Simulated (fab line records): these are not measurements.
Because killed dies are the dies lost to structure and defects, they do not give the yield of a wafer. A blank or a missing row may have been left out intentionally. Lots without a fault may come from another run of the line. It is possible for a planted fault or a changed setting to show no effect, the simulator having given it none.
What tool caused it?	flow n5Finfet	Sampling: 24 lots, 72 wafers, 6 of 1938 route steps

== WHAT THE GAUGES READ, wafer by wafer ==
The record lacks any reading of a measuring or inspecting step that a usual standard deviation could be used to judge.

== EACH LOT AND THE TOOL THAT RAN IT (in order: tool; ch and the chambers of the sampled wafers; start) ==
lot	N5_BEOL_M15_STRIP_63	N5_BEOL_M15_STRIP_37	N5_PASSIVATION_PECVD_00	N5_MIM_TOP_ALD_00	N5_MIM_TOP_SPUTTER_03	N5_PASSIVATION_PECVD_55
L074	rieDiel-02 ch 1,3, day 12 23:53 or earlier	rieDiel-06 ch 0,3, day 12 23:53 or earlier	pecvd-03 ch 0,1, day 12 23:53	aldHk-03 ch 0,2,3, day 13 00:34	pvdSputter-01, day 13 01:13	pecvd-04 ch 1,2, day 13 03:38
L075	rieDiel-03 ch 0,3, day 13 18:37 or earlier	rieDiel-06 ch 0,1,3, day 13 18:37 or earlier	pecvd-03 ch 0,1,2, day 13 18:37	aldHk-01 ch 0,2,3, day 13 19:16	pvdSputter-03, day 13 20:08	pecvd-04 ch 0,1,2, day 13 22:29
L078	rieDiel-03 ch 0,1,3, day 14 06:58 or earlier	rieDiel-03 ch 1,3, day 14 06:58 or earlier	pecvd-02 ch 0,1,2, day 14 06:58	aldHk-01 ch 0,2,3, day 14 09:29	pvdSputter-03, day 14 10:29	pecvd-01 ch 0,2, day 14 12:58
L076	rieDiel-06 ch 1,2,3, day 14 08:46 or earlier	rieDiel-03 ch 0,3, day 14 08:46 or earlier	pecvd-02 ch 0,2, day 14 08:46	aldHk-03 ch 0,1,2, day 14 09:50	pvdSputter-02, day 14 10:51	pecvd-03 ch 2, day 14 13:31
L077	rieDiel-02 ch 1,3, day 14 12:11 or earlier	rieDiel-03 ch 1,2, day 14 12:11 or earlier	pecvd-03 ch 1,2, day 14 12:11	aldHk-03 ch 1,2,3, day 14 13:27	pvdSputter-02, day 14 14:07	pecvd-04 ch 0,1, day 14 16:29
L079	rieDiel-02 ch 0,2,3, day 14 19:57 or earlier	rieDiel-06 ch 1,2,3, day 14 19:57 or earlier	pecvd-02 ch 0,1, day 14 19:57	aldHk-02 ch 1,3, day 14 20:22	pvdSputter-02, day 14 21:37	pecvd-01 ch 0,1, day 15 00:09
L083	rieDiel-06 ch 0,1,3, day 14 21:22 or earlier	rieDiel-02 ch 0,3, day 14 21:22 or earlier	pecvd-04 ch 0,1,2, day 14 21:22	aldHk-03 ch 0,2,3, day 14 22:42	pvdSputter-02, day 14 23:58	pecvd-03 ch 0,2, day 15 02:37
L082	rieDiel-06 ch 1,2, day 15 01:45 or earlier	rieDiel-02 ch 1,2,3, day 15 01:45 or earlier	pecvd-02 ch 0,1, day 15 01:45	aldHk-03 ch 0,3, day 15 02:23	pvdSputter-01, day 15 02:56	pecvd-01 ch 0,2, day 15 05:10
L080	rieDiel-06 ch 0,1, day 15 11:55 or earlier	rieDiel-06 ch 0,1,3, day 15 11:55 or earlier	pecvd-04 ch 0,1,2, day 15 11:55	aldHk-03 ch 0,3, day 15 12:38	pvdSputter-02, day 15 13:20	pecvd-03 ch 0,1,2, day 15 15:40
L084	rieDiel-03 ch 1,3, day 16 01:41 or earlier	rieDiel-03 ch 0,1,2, day 16 01:41 or earlier	pecvd-04 ch 0,1, day 16 01:41	aldHk-02 ch 0,1, day 16 02:22	pvdSputter-03, day 16 04:33	pecvd-03 ch 0,1,2, day 16 08:39
L081	rieDiel-03 ch 0,1,2, day 16 04:44 or earlier	rieDiel-02 ch 1,2, day 16 04:44 or earlier	pecvd-03 ch 1,2, day 16 04:44	aldHk-03 ch 0,2,3, day 16 05:17	pvdSputter-02, day 16 05:47	pecvd-04 ch 0,1, day 16 09:41
L085	rieDiel-03 ch 0,2,3, day 16 07:43 or earlier	rieDiel-02 ch 0,2, day 16 07:43 or earlier	pecvd-04 ch 0,1, day 16 07:43	aldHk-01 ch 0,1,3, day 16 08:21	pvdSputter-03, day 16 08:56	pecvd-04 ch 0,1,2, day 16 11:46
L088	rieDiel-03 ch 0,2,3, day 16 20:02 or earlier	rieDiel-02 ch 0,1,3, day 16 20:02 or earlier	pecvd-03 ch 0,1,2, day 16 20:02	aldHk-02 ch 0,2,3, day 17 00:15	pvdSputter-03, day 17 01:10	pecvd-01 ch 0,2, day 17 03:55
L087	rieDiel-02 ch 1,2,3, day 16 20:58 or earlier	rieDiel-06 ch 0,1,2, day 16 20:58 or earlier	pecvd-02 ch 1,2, day 16 20:58	aldHk-03 ch 0,2,3, day 17 00:22	pvdSputter-02, day 17 03:31	pecvd-03 ch 0,2, day 17 06:13
L089	rieDiel-02 ch 0,1,3, day 17 03:02 or earlier	rieDiel-02 ch 0,1,3, day 17 03:02 or earlier	pecvd-02 ch 0,1, day 17 03:02	aldHk-01 ch 0,2, day 17 03:52	pvdSputter-03, day 17 04:22	pecvd-03 ch 0,1, day 17 06:38
L086	rieDiel-06 ch 0,2, day 17 19:59 or earlier	rieDiel-02 ch 0,2,3, day 17 19:59 or earlier	pecvd-02 ch 0,2, day 17 19:59	aldHk-02 ch 1,2, day 17 21:32	pvdSputter-03, day 17 22:23	pecvd-03 ch 0,1,2, day 18 00:58
L091	rieDiel-02 ch 0,1,3, day 17 20:47 or earlier	rieDiel-06 ch 0,2, day 17 20:47 or earlier	pecvd-02 ch 0,1, day 17 20:47	aldHk-03 ch 0,3, day 17 21:55	pvdSputter-03, day 17 23:20	pecvd-01 ch 1,2, day 18 01:42
L093	rieDiel-03 ch 1,2,3, day 18 09:02 or earlier	rieDiel-06 ch 1,3, day 18 09:02 or earlier	pecvd-04 ch 1,2, day 18 09:02	aldHk-01 ch 2,3, day 18 11:46	pvdSputter-02, day 18 13:35	pecvd-03 ch 0,1,2, day 18 16:01
L092	rieDiel-03 ch 2,3, day 18 16:59 or earlier	rieDiel-06 ch 1,3, day 18 16:59 or earlier	pecvd-04 ch 0,1, day 18 16:59	aldHk-02 ch 0,1, day 18 18:06	pvdSputter-03, day 18 18:50	pecvd-04 ch 0,2, day 18 21:02
L094	rieDiel-03 ch 0,1, day 19 05:58 or earlier	rieDiel-03 ch 1,2, day 19 05:58 or earlier	pecvd-04 ch 0,1,2, day 19 05:58	aldHk-03 ch 0,1,3, day 19 14:59	pvdSputter-03, day 19 15:55	pecvd-01 ch 0,1,2, day 19 18:28
L090	rieDiel-02 ch 0,1,2, day 20 00:17 or earlier	rieDiel-03 ch 0,2, day 20 00:17 or earlier	pecvd-03 ch 0, day 20 00:17	aldHk-01 ch 1,2,3, day 20 01:31	pvdSputter-03, day 20 02:20	pecvd-03 ch 0,1, day 20 05:01
L097	rieDiel-02 ch 0,2,3, day 20 05:24 or earlier	rieDiel-03 ch 0,1,3, day 20 05:24 or earlier	pecvd-02 ch 1,2, day 20 05:24	aldHk-01 ch 0,1,3, day 20 08:17	pvdSputter-02, day 20 11:14	pecvd-04 ch 0, day 20 13:41
L096	rieDiel-02 ch 0,1,2, day 20 06:58 or earlier	rieDiel-02 ch 2,3, day 20 06:58 or earlier	pecvd-04 ch 0,1,2, day 20 06:58	aldHk-02 ch 0,1,3, day 20 08:25	pvdSputter-02, day 20 11:22	pecvd-04 ch 0,1, day 20 13:56
L095	rieDiel-06 ch 0,2, day 20 19:28 or earlier	rieDiel-02 ch 0,2,3, day 20 19:28 or earlier	pecvd-03 ch 0,1, day 20 19:28	aldHk-02 ch 0,2, day 20 20:06	pvdSputter-03, day 20 22:36	pecvd-04 ch 0, day 21 01:52
- N5_BEOL_M15_STRIP_63: strips in O2.
- N5_BEOL_M15_STRIP_37: strips in O2.
- N5_PASSIVATION_PECVD_00: deposits SiO2 from SiH4/N2O, target thk 200 nm, time 11.2 s.
- N5_MIM_TOP_ALD_00: deposits Al2O3, purge time 3 s, co reactant pulse time 3 s.
- N5_MIM_TOP_SPUTTER_03: material TiN, target thk 35 nm, time 89.7 s.
- N5_PASSIVATION_PECVD_55: deposits SiO2 from SiH4/N2O, target thk 400 nm, time 22.5 s.

== WHAT THE TOOLS THEMSELVES READ (means of the sampled wafers that have a number; where no wafer has one, the mark that the record gives instead) ==
N5_BEOL_M15_STRIP_63.
lot	tool	drypumpMotorCurrentA (A)	oesProductAu (a.u.)	rfVppV (V)	showerheadPlenumPTorr (Torr)	throttleValvePct (%)
L074	rieDiel-02	5.5	0.79	3.6	2.12	16.57
L075	rieDiel-03	5.6	0.80	4.2	2.14	16.74
L078	rieDiel-03	5.8	0.76	3.9	2.13	16.86
L076	rieDiel-06	5.6	0.75	3.4	2.03	16.78
L077	rieDiel-02	5.5	0.74	3.5	2.03	16.68
L079	rieDiel-02	5.5	0.73	3.1	2.02	16.75
L083	rieDiel-06	5.6	0.77	3.2	2.07	16.69
L082	rieDiel-06	5.6	0.79	3.3	2.05	16.76
L080	rieDiel-06	5.5	0.83	4.0	2.08	16.62
L084	rieDiel-03	6.0	0.72	4.2	2.12	16.98
L081	rieDiel-03	5.9	0.81	3.7	2.13	16.71
L085	rieDiel-03	5.4	0.79	3.9	2.15	16.74
L088	rieDiel-03	5.4	0.80	3.5	2.15	16.74
L087	rieDiel-02	5.5	0.82	3.7	2.16	16.58
L089	rieDiel-02	5.5	0.83	3.3	2.14	16.47
L086	rieDiel-06	5.6	0.81	3.2	2.03	16.68
L091	rieDiel-02	5.5	0.83	3.3	2.13	16.50
L093	rieDiel-03	5.6	0.78	4.4	2.14	16.85
L092	rieDiel-03	5.1	0.75	3.5	2.16	16.87
L094	rieDiel-03	6.1	0.77	2.7	2.12	16.78
L090	rieDiel-02	5.5	0.84	3.1	2.08	16.58
L097	rieDiel-02	5.6	0.87	3.5	2.09	16.54
L096	rieDiel-02	5.5	0.83	4.1	2.08	16.58
L095	rieDiel-06	5.7	0.76	3.8	1.98	16.80

N5_BEOL_M15_STRIP_37.
lot	tool	drypumpMotorCurrentA (A)	oesProductAu (a.u.)	rfVppV (V)	showerheadPlenumPTorr (Torr)	throttleValvePct (%)
L074	rieDiel-06	5.6	0.81	3.7	2.07	16.60
L075	rieDiel-06	5.6	0.78	3.9	2.08	16.66
L078	rieDiel-03	5.4	0.72	3.4	2.14	16.99
L076	rieDiel-03	5.3	0.75	3.5	2.15	16.89
L077	rieDiel-03	6.1	0.80	3.2	2.13	16.78
L079	rieDiel-06	5.7	0.74	3.8	2.03	16.78
L083	rieDiel-02	5.6	0.73	3.3	1.97	16.74
L082	rieDiel-02	5.5	0.74	3.9	2.07	16.70
L080	rieDiel-06	5.6	0.78	3.2	2.07	16.69
L084	rieDiel-03	5.9	0.81	3.8	2.13	16.70
L081	rieDiel-02	5.5	0.76	3.7	2.15	16.62
L085	rieDiel-02	5.5	0.72	3.4	2.06	16.77
L088	rieDiel-02	5.5	0.83	4.0	2.14	16.50
L087	rieDiel-06	5.6	0.79	3.8	2.04	16.73
L089	rieDiel-02	5.5	0.84	4.0	2.13	16.49
L086	rieDiel-02	5.5	0.78	3.6	2.09	16.63
L091	rieDiel-06	5.7	0.77	3.7	1.99	16.77
L093	rieDiel-06	5.7	0.88	3.7	2.05	16.52
L092	rieDiel-06	5.7	0.90	3.4	2.05	16.52
L094	rieDiel-03	6.1	0.77	3.9	2.13	16.84
L090	rieDiel-03	5.6	0.83	4.1	2.15	16.59
L097	rieDiel-03	5.8	0.73	2.9	2.12	16.91
L096	rieDiel-02	5.6	0.95	4.0	2.11	16.49
L095	rieDiel-02	5.6	0.86	3.5	2.09	16.54

N5_PASSIVATION_PECVD_00.
lot	tool	heaterPowerW (W)	showerheadPlenumPTorr (Torr)	throttleValvePct (%)
L074	pecvd-03	731	8.28	53
L075	pecvd-03	814	8.22	53
L078	pecvd-02	818	8.26	51
L076	pecvd-02	829	8.30	50
L077	pecvd-03	793	8.20	50
L079	pecvd-02	793	8.22	53
L083	pecvd-04	713	8.18	56
L082	pecvd-02	837	8.22	53
L080	pecvd-04	687	8.17	56
L084	pecvd-04	628	8.24	60
L081	pecvd-03	824	8.13	51
L085	pecvd-04	671	8.24	60
L088	pecvd-03	851	8.22	54
L087	pecvd-02	811	8.26	48
L089	pecvd-02	773	8.22	53
L086	pecvd-02	863	8.30	51
L091	pecvd-02	883	8.27	53
L093	pecvd-04	703	8.02	50
L092	pecvd-04	630	8.23	50
L094	pecvd-04	571	8.17	51
L090	pecvd-03	859	8.31	60
L097	pecvd-02	748	8.21	51
L096	pecvd-04	683	8.18	52
L095	pecvd-03	687	8.31	53

N5_MIM_TOP_ALD_00.
lot	tool	precursorPulseHeightRel
L074	aldHk-03	1.002
L075	aldHk-01	1.001
L078	aldHk-01	1.004
L076	aldHk-03	1.007
L077	aldHk-03	1.000
L079	aldHk-02	0.997
L083	aldHk-03	1.013
L082	aldHk-03	1.028
L080	aldHk-03	0.998
L084	aldHk-02	0.994
L081	aldHk-03	0.989
L085	aldHk-01	0.990
L088	aldHk-02	0.973
L087	aldHk-03	1.017
L089	aldHk-01	1.002
L086	aldHk-02	0.992
L091	aldHk-03	0.983
L093	aldHk-01	1.015
L092	aldHk-02	1.003
L094	aldHk-03	0.994
L090	aldHk-01	1.012
L097	aldHk-01	0.993
L096	aldHk-02	0.993
L095	aldHk-02	0.992

N5_MIM_TOP_SPUTTER_03.
lot	tool	throttleValvePct (%)
L074	pvdSputter-01	29.3
L075	pvdSputter-03	28.8
L078	pvdSputter-03	29.2
L076	pvdSputter-02	29.4
L077	pvdSputter-02	29.2
L079	pvdSputter-02	29.5
L083	pvdSputter-02	29.5
L082	pvdSputter-01	29.3
L080	pvdSputter-02	29.5
L084	pvdSputter-03	30.7
L081	pvdSputter-02	29.7
L085	pvdSputter-03	29.7
L088	pvdSputter-03	30.1
L087	pvdSputter-02	29.8
L089	pvdSputter-03	29.1
L086	pvdSputter-03	29.5
L091	pvdSputter-03	29.7
L093	pvdSputter-02	29.8
L092	pvdSputter-03	30.1
L094	pvdSputter-03	29.7
L090	pvdSputter-03	29.2
L097	pvdSputter-02	29.5
L096	pvdSputter-02	29.4
L095	pvdSputter-03	29.2

N5_PASSIVATION_PECVD_55.
lot	tool	heaterPowerW (W)	showerheadPlenumPTorr (Torr)	throttleValvePct (%)
L074	pecvd-04	680	8.03	55
L075	pecvd-04	631	8.17	56
L078	pecvd-01	720	8.15	51
L076	pecvd-03	930	8.05	51
L077	pecvd-04	661	8.32	56
L079	pecvd-01	591	8.15	53
L083	pecvd-03	884	8.14	54
L082	pecvd-01	640	8.16	51
L080	pecvd-03	817	8.22	53
L084	pecvd-03	817	8.22	53
L081	pecvd-04	694	8.32	57
L085	pecvd-04	658	8.17	56
L088	pecvd-01	641	8.15	52
L087	pecvd-03	846	8.23	58
L089	pecvd-03	749	8.30	56
L086	pecvd-03	785	8.21	54
L091	pecvd-01	564	8.15	51
L093	pecvd-03	800	8.21	54
L092	pecvd-04	666	8.11	52
L094	pecvd-01	586	8.15	52
L090	pecvd-03	754	8.29	53
L097	pecvd-04	692	8.38	53
L096	pecvd-04	654	8.23	51
L095	pecvd-04	675	8.38	53

== THE ANSWER, worked out from the rows above alone ==
Rule: what is usual is taken from the lots themselves. The widest of any qualifying gaps counts: lots, ordered by their means at a reading, are off when they make up no more than a third of the lots, leave a main group of 4 or more, and stand apart from it by 3 or more times the standard deviation of that group's means. A main group is skipped when, at the precision printed for the reading in the tables above, its means are all equal. Also off: a lot with no number at a reading for which 4 or more lots have one. The other lots that the step has rows for count as sound. The gauges are gone through in route order, then the tools' own readings, and for those a lot's mean is taken as printed above. The first step at which some lot is off is used, and at that step the reading that is off furthest; a lot without a number counts as furthest.
Nothing can be told from this: no lot is off at any reading shown.

== WHAT HAD BEEN PUT IN BY THE SIMULATOR ==
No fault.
